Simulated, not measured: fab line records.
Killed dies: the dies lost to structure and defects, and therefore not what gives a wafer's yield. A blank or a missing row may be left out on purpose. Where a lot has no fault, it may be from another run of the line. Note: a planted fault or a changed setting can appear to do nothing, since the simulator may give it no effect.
The tool behind it: which one? ; flow n5 finfet ; Sampling: 24 lots, 72 wafers, 6 of 1938 route steps

## WHAT EACH GAUGE READ, for each wafer
N5_ZERO_LAYER_INSPECT_20: inspects for defects (darkfield).
lot;measured;on;raw defect count
L074;day 1 13:15;defect inspect-02;46 40 41
L075;day 1 19:27;defect inspect-01;24 18 23
L076;day 2 01:16;defect inspect-01;44 41 36
L077;day 2 07:23;defect inspect-01;40 27 25
L078;day 2 13:25;defect inspect-01;48 44 30
L079;day 2 19:15;defect inspect-01;48 27 45
L080;day 3 01:39;defect inspect-02;31 23 31
L081;day 3 07:17;defect inspect-02;30 20 22
L082;day 3 13:24;defect inspect-02;57 34 37
L083;day 3 19:37;defect inspect-02;23 31 37
L084;day 4 01:29;defect inspect-01;62 28 36
L085;day 4 07:24;defect inspect-01;22 20 13
L086;day 4 13:23;defect inspect-01;45 46 20
L087;day 4 19:24;defect inspect-02;35 31 47
L088;day 5 01:23;defect inspect-02;28 17 38
L089;day 5 07:28;defect inspect-01;24 14 29
L090;day 5 13:34;defect inspect-01;65 36 28
L091;day 5 19:51;defect inspect-02;32 18 32
L092;day 6 01:25;defect inspect-01;27 42 39
L093;day 6 07:24;defect inspect-01;41 42 56
L094;day 6 13:44;defect inspect-01;30 20 12
L095;day 6 19:26;defect inspect-01;40 31 71
L096;day 7 01:43;defect inspect-01;21 25 31
L097;day 7 07:26;defect inspect-01;25 29 35

N5_WELL_APT_CD_MEAS_08: target cd 200 nm.
lot;measured;on;cd nm (nm)
L074;day 1 13:34;cd sem-01;200.0 199.3 200.1
L075;day 1 19:53;cd sem-02;198.7 201.1 200.4
L076;day 2 01:34;cd sem-02;200.2 198.8 200.0
L077;day 2 07:49;cd sem-01;199.3 200.4 200.1
L078;day 2 13:50;cd sem-03;201.1 200.5 198.8
L079;day 2 19:41;cd sem-03;202.4 201.5 202.1
L080;day 3 02:05;cd sem-01;200.0 201.3 200.3
L081;day 3 07:36;cd sem-03;202.1 201.2 201.9
L082;day 3 13:43;cd sem-03;199.4 198.6 200.2
L083;day 3 19:55;cd sem-03;199.5 201.4 199.3
L084;day 4 01:47;cd sem-03;200.4 198.6 199.1
L085;day 4 07:43;cd sem-03;198.7 198.6 199.9
L086;day 4 13:42;cd sem-03;198.4 198.7 199.3
L087;day 4 19:42;cd sem-03;201.6 199.7 202.3
L088;day 5 01:49;cd sem-02;200.1 202.9 199.4
L089;day 5 07:46;cd sem-01;199.3 203.0 202.6
L090;day 5 13:52;cd sem-02;198.9 202.4 201.1
L091;day 5 20:09;cd sem-02;202.2 200.9 200.9
L092;day 6 01:50;cd sem-01;199.1 199.2 197.2
L093;day 6 07:50;cd sem-01;203.5 201.1 203.1
L094;day 6 14:02;cd sem-01;199.0 198.3 198.4
L095;day 6 19:52;cd sem-03;200.1 203.8 201.4
L096;day 7 02:01;cd sem-03;201.6 201.0 201.9
L097;day 7 07:52;cd sem-03;202.7 198.6 199.3

N5_WELL_APT_CD_MEAS_25: target cd 200 nm.
lot;measured;on;cd nm (nm)
L074;day 1 16:04;cd sem-02;198.8 200.1 198.4
L075;day 1 21:07;cd sem-03;201.6 201.2 198.6
L076;day 2 02:55;cd sem-03;201.6 202.8 201.0
L077;day 2 08:56;cd sem-02;199.8 200.3 202.1
L078;day 2 14:58;cd sem-02;201.4 196.6 199.2
L079;day 2 20:56;cd sem-03;204.0 201.2 203.4
L080;day 3 03:19;cd sem-03;198.0 199.6 198.6
L081;day 3 08:51;cd sem-03;201.7 200.8 201.8
L082;day 3 14:57;cd sem-02;199.6 197.3 202.4
L083;day 3 21:10;cd sem-01;198.8 203.3 199.1
L084;day 4 02:56;cd sem-02;198.5 198.2 198.1
L085;day 4 09:23;cd sem-01;197.8 202.4 199.9
L086;day 4 14:49;cd sem-03;197.7 201.2 196.7
L087;day 4 20:57;cd sem-02;198.4 197.2 202.1
L088;day 5 03:05;cd sem-01;201.1 200.6 199.2
L089;day 5 09:09;cd sem-03;201.5 201.4 200.2
L090;day 5 15:07;cd sem-02;201.0 198.0 205.8
L091;day 5 21:49;cd sem-02;198.4 203.7 201.2
L092;day 6 02:59;cd sem-02;197.8 199.8 200.0
L093;day 6 09:29;cd sem-03;201.3 199.8 200.6
L094;day 6 15:10;cd sem-02;199.1 197.5 195.5
L095;day 6 21:05;cd sem-03;201.5 202.9 200.1
L096;day 7 03:16;cd sem-03;203.3 201.6 202.5
L097;day 7 10:26;cd sem-03;200.6 199.9 195.4

N5_FIN_SAQP_THK_MEAS_07.
lot;measured;on;thk nm (nm)
L074;day 1 22:11;film metro-02;59.3 59.9 61.0
L075;day 2 02:58;film metro-02;59.3 60.4 60.5
L076;day 2 10:31;film metro-02;59.6 59.9 59.4
L077;day 2 15:13;film metro-01;59.9 60.9 59.9
L078;day 2 21:52;film metro-01;59.4 60.0 60.2
L079;day 3 03:08;film metro-01;58.6 59.0 60.2
L080;day 3 09:25;film metro-01;59.3 59.4 60.4
L081;day 3 15:04;film metro-02;59.9 60.5 60.1
L082;day 3 22:07;film metro-01;59.8 60.0 61.1
L083;day 4 03:17;film metro-02;59.3 60.3 59.4
L084;day 4 08:49;film metro-02;58.6 58.9 59.8
L085;day 4 16:14;film metro-02;59.1 59.6 60.6
L086;day 4 22:00;film metro-01;60.1 59.3 60.4
L087;day 5 04:06;film metro-02;59.6 60.5 60.7
L088;day 5 09:41;film metro-01;59.2 59.5 59.7
L089;day 5 15:46;film metro-01;59.2 59.7 60.5
L090;day 5 21:47;film metro-02;59.6 58.7 60.4
L091;day 6 04:32;film metro-02;59.8 59.2 59.7
L092;day 6 09:22;film metro-01;59.0 59.6 60.0
L093;day 6 16:46;film metro-01;59.0 60.0 59.7
L094;day 6 21:46;film metro-01;58.6 60.0 59.7
L095;day 7 04:47;film metro-01;60.3 60.3 61.1
L096;day 7 11:43;film metro-01;60.0 60.4 60.4
L097;day 7 18:28;film metro-01;59.4 60.9 59.9

## TOOL THAT RAN EACH LOT (tool first, then ch and the chambers of the sampled wafers, then the start)
lot;N5_PMOS_HMC_CHANNEL_EPI_HM_OPEN_15;N5_FIN_SAQP_DENSIFY_62
L074;rie diel-03 ch 0,2,3, day 1 18:32;rtp anneal-01 ch 0, day 1 21:35
L075;rie diel-03 ch 0,2, day 1 23:27;rtp anneal-01 ch 0, day 2 02:30
L076;rie diel-04 ch 0,1,3, day 2 05:17;rtp anneal-01 ch 0, day 2 09:59
L077;rie diel-01 ch 0,1,2, day 2 11:36;rtp anneal-02 ch 0, day 2 14:44
L078;rie diel-03 ch 0,2,3, day 2 17:45;rtp anneal-02 ch 0, day 2 21:20
L079;rie diel-01 ch 0,1,3, day 2 23:25;rtp anneal-02 ch 0, day 3 02:38
L080;rie diel-04 ch 0,1, day 3 05:53;rtp anneal-02 ch 0, day 3 08:54
L081;rie diel-04 ch 0,3, day 3 11:32;rtp anneal-01 ch 0, day 3 14:35
L082;rie diel-01 ch 1,3, day 3 17:11;rtp anneal-01 ch 0, day 3 21:37
L083;rie diel-01 ch 0,2, day 3 23:38;rtp anneal-01 ch 0, day 4 02:45
L084;rie diel-01 ch 0,1,3, day 4 05:19;rtp anneal-01 ch 0, day 4 08:22
L085;rie diel-01 ch 0,1,3, day 4 12:13;rtp anneal-02 ch 0, day 4 15:46
L086;rie diel-03 ch 0,2,3, day 4 17:19;rtp anneal-02 ch 0, day 4 21:29
L087;rie diel-01 ch 0,1, day 4 23:59;rtp anneal-01 ch 0, day 5 03:39
L088;rie diel-01 ch 0,2,3, day 5 05:47;rtp anneal-01 ch 0, day 5 09:11
L089;rie diel-03 ch 0,1,2, day 5 11:46;rtp anneal-01 ch 0, day 5 15:20
L090;rie diel-01 ch 1,3, day 5 17:43;rtp anneal-02 ch 0, day 5 21:14
L091;rie diel-04 ch 0,1,3, day 6 00:33;rtp anneal-01 ch 0, day 6 03:58
L092;rie diel-03 ch 2,3, day 6 05:20;rtp anneal-02 ch 0, day 6 08:53
L093;rie diel-01 ch 0,1,3, day 6 11:55;rtp anneal-01 ch 0, day 6 16:17
L094;rie diel-01 ch 0,2, day 6 17:46;rtp anneal-01 ch 0, day 6 21:15
L095;rie diel-03 ch 0,1,2, day 6 23:54;rtp anneal-02 ch 0, day 7 04:16
L096;rie diel-03 ch 0,2, day 7 06:21;rtp anneal-01 ch 0, day 7 11:14
L097;rie diel-03 ch 0,1, day 7 14:34;rtp anneal-02 ch 0, day 7 17:56
- N5_PMOS_HMC_CHANNEL_EPI_HM_OPEN_15: chemistry CHF3/O2, target SiO2, target depth 40.6 nm, time 20.3 s.
- N5_FIN_SAQP_DENSIFY_62: time 60 s.

## AS READ BY THE TOOLS THEMSELVES (means over the sampled wafers that have a number; for cases with no such wafer, the mark the record gives instead)
N5_PMOS_HMC_CHANNEL_EPI_HM_OPEN_15.
lot;tool;drypump motor current A (A);oes product au (a.u.);rf vpp V (V);showerhead plenum p Torr (Torr);throttle valve pct (%)
L074;rie diel-03;6.5;0.80;511;2.38;18.73
L075;rie diel-03;6.5;0.83;516;2.39;18.65
L076;rie diel-04;5.6;0.82;537;2.46;18.66
L077;rie diel-01;5.2;0.78;529;2.40;18.79
L078;rie diel-03;6.5;0.80;509;2.37;18.74
L079;rie diel-01;5.7;0.85;523;2.38;18.86
L080;rie diel-04;4.9;0.76;535;2.51;18.67
L081;rie diel-04;6.3;0.84;540;2.40;18.68
L082;rie diel-01;5.9;0.87;519;2.36;18.81
L083;rie diel-01;5.3;0.77;529;2.44;18.72
L084;rie diel-01;5.6;0.82;522;2.38;18.88
L085;rie diel-01;5.6;0.83;522;2.38;18.88
L086;rie diel-03;6.5;0.78;510;2.37;18.76
L087;rie diel-01;5.1;0.76;528;2.35;18.92
L088;rie diel-01;5.7;0.83;522;2.42;18.80
L089;rie diel-03;6.1;0.82;512;2.40;18.63
L090;rie diel-01;5.4;0.77;524;2.33;18.87
L091;rie diel-04;5.6;0.79;536;2.45;18.70
L092;rie diel-03;6.6;0.76;503;2.33;18.90
L093;rie diel-01;5.6;0.81;521;2.37;18.91
L094;rie diel-01;5.3;0.75;529;2.43;18.75
L095;rie diel-03;6.1;0.80;512;2.39;18.65
L096;rie diel-03;6.5;0.79;514;2.37;18.71
L097;rie diel-03;6.1;0.82;519;2.43;18.52

N5_FIN_SAQP_DENSIFY_62.
lot;tool;lamp power pct (%);lamp_zone_3_pct (%);lamp_zone_7_pct (%);wafer_temp_C_max
L074;rtp anneal-01;9.82;9.847;10.268;702.8
L075;rtp anneal-01;9.90;9.850;10.257;703.1
L076;rtp anneal-01;9.82;9.844;10.273;703.1
L077;rtp anneal-02;9.85;9.849;10.271;703.2
L078;rtp anneal-02;9.82;9.837;10.255;703.8
L079;rtp anneal-02;9.82;9.851;10.268;703.5
L080;rtp anneal-02;9.83;9.854;10.271;703.4
L081;rtp anneal-01;9.88;9.845;10.265;703.5
L082;rtp anneal-01;9.88;9.842;10.268;703.4
L083;rtp anneal-01;9.85;9.847;10.260;702.8
L084;rtp anneal-01;9.83;9.839;10.271;703.0
L085;rtp anneal-02;9.83;9.845;10.262;702.3
L086;rtp anneal-02;9.84;9.843;10.268;703.0
L087;rtp anneal-01;9.84;9.841;10.272;703.5
L088;rtp anneal-01;9.82;9.847;10.266;703.5
L089;rtp anneal-01;9.87;9.848;10.260;703.2
L090;rtp anneal-02;9.86;9.835;10.270;703.2
L091;rtp anneal-01;9.83;9.843;10.262;703.0
L092;rtp anneal-02;9.86;9.850;10.274;703.2
L093;rtp anneal-01;9.80;9.849;10.274;703.6
L094;rtp anneal-01;9.85;9.839;10.262;702.9
L095;rtp anneal-02;9.89;9.848;10.273;703.5
L096;rtp anneal-01;9.83;9.846;10.264;703.2
L097;rtp anneal-02;9.88;9.850;10.274;703.1

## THE ANSWER, worked out from the rows above alone
Rule: the lots themselves supply what counts as usual. The widest of any qualifying gaps counts: lots, ordered by their means at a reading, are off when they make up no more than a third of the lots, leave a main group of 4 or more, and stand apart from it by 3 or more times the standard deviation of that group's means. The tables above print the reading to a certain number of digits; a main group whose means all agree to those digits is not used. A lot without any number at a reading at which 4 lots or more have one is off too. All remaining lots with rows at the step are treated as sound. First the gauges in route order, then the tools' own readings, where a lot's mean is used as printed above. At the first step where some lot is off, the reading lying furthest off is the one used; lots without a number count as furthest.
None of the lots is off at any reading shown; this tells nothing.

## WHAT THE SIMULATOR HAD PUT IN
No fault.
